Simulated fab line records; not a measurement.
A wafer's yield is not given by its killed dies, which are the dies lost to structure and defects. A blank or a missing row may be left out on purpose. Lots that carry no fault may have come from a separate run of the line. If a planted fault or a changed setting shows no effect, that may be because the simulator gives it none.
Split-lot study ; flow n5_finfet ; 7 lots, 21 wafers read, on a route of 1938 steps

ABOUT THE SPLIT
At N5_MOL_CONTACT_COAG_ETCH_67 (etches SOC in N2/H2, target depth 60 nm, overetch 21 nm, time 101.2 s), the setting source_w was moved away from the recipe's 840 W on 5 of the 21 wafers read, by -16.7% to -14.7%. This setting was run at the recipe's value on the other wafers.

The reading comes from the split's own step.

THE READING
rf_vpp_V, in V, at N5_MOL_CONTACT_COAG_ETCH_67 (etches SOC in N2/H2, target depth 60 nm, overetch 21 nm, time 101.2 s). A value of 524.9 V with a standard deviation of 2.2 V is what fault-free wafers of this fab line usually give.

wafer;tool, chamber at the split;source_w as run, W;against the recipe;rf_vpp_V, V;against lot-mates on the recipe
L075.1;rie_diel-05, 2;716.1;-14.7%;555.6;+30.6
L075.5;rie_diel-05, 1;840;recipe;524.1;-
L075.6;rie_diel-05, 2;840;recipe;526.0;-
L077.2;rie_diel-04, 0;840;recipe;525.1;-
L077.4;rie_diel-04, 2;699.8;-16.7%;560.2;+35.1
L077.5;rie_diel-04, 0;699.8;-16.7%;557.3;+32.2
L081.2;rie_diel-04, 3;840;recipe;528.5;-
L081.4;rie_diel-04, 1;840;recipe;521.5;-
L081.6;rie_diel-04, 2;840;recipe;527.1;-
L090.4;rie_diel-05, 1;840;recipe;523.4;-
L090.5;rie_diel-05, 1;840;recipe;523.0;-
L090.6;rie_diel-05, 2;840;recipe;526.6;-
L091.3;rie_diel-04, 3;840;recipe;527.3;-
L091.5;rie_diel-04, 0;840;recipe;523.0;-
L091.6;rie_diel-04, 3;840;recipe;527.1;-
L092.1;rie_diel-02, 2;840;recipe;522.6;-
L092.3;rie_diel-02, 0;699.8;-16.7%;555.0;+32.4
L092.4;rie_diel-02, 3;699.8;-16.7%;555.2;+32.6
L093.1;rie_diel-04, 0;840;recipe;523.5;-
L093.3;rie_diel-04, 3;840;recipe;529.1;-
L093.6;rie_diel-04, 1;840;recipe;522.9;-

FIT RESULTS
A straight line over all 21 wafers: rf_vpp_V changes by -1.94 V for each +1% of source_w; r = -0.99; the points scatter about the line by 2.4 V.
The same after taking each lot's own level away (the mean of its wafers on the recipe; 21 wafers): -2 V for each +1%; r = -0.99; scatter 2 V.
The reading moves by 33 V for the largest change in source_w, on that fit.
From 522.60 to 525.80 V: that is the span of the lots' own levels, equal to 1.5 times the standard deviation above.
The two slopes are in agreement: the lot-to-lot level therefore moves the slope only a little.
Check: +32.8 V against its lot-mates is what the line predicts for one of the wafers moved furthest among these (-16.7%) when that wafer is left out of the fit. It came out at +35.1 V against them.
Tool readings at the split's step, against how far the setting was moved: rf_vpp_V r = -0.99.

FURTHER SPLITS ON THESE WAFERS
Other splits were also applied to these wafers ahead of the reading. Each is held against what the fit with the lots' levels taken away leaves over:
other split on the same wafers;wafers away from the commonest value;r with rf_vpp_V (lot level and that fit taken away)
N5_SD_EPI_P_COAT_03 spin_rpm;6;+0.13
N5_SD_EPI_P_DESCUM_14 time_s;11;-0.04
N5_HKMG_FIN_COAT_43 spin_rpm;5;-0.23
N5_GATE_CUT_ETCH_37 bias_w;9;+0.26
N5_GATE_CUT_CUT_ETCH_54 icp_w;5;+0.09
N5_MOL_CONTACT_COAG_ALD_123 ald_cycles;12;-0.11

THE WHOLE CHAIN: every reading that the file lists as answering this split, in the file's order
step;what it does;reading;change (the file's fit);r (the file's)
N5_MOL_CONTACT_COAG_ETCH_67;etches SOC in N2/H2, target depth 60 nm, overetch 21 nm, time 101.2 s;rf_vpp_V;-2.01 V for each +1% of the setting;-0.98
N5_MOL_CONTACT_COAG_ETCH_67;etches SOC in N2/H2, target depth 60 nm, overetch 21 nm, time 101.2 s;SiARC_of_MOL_CONTACT_COAG_COAT_63.thk_nm (the simulator's own value, which no gauge read);-0.027 nm for each +1% of the setting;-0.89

FILE'S OWN FIT
rf_vpp_V changes by -2.01 V for each +1% of source_w, r = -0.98.
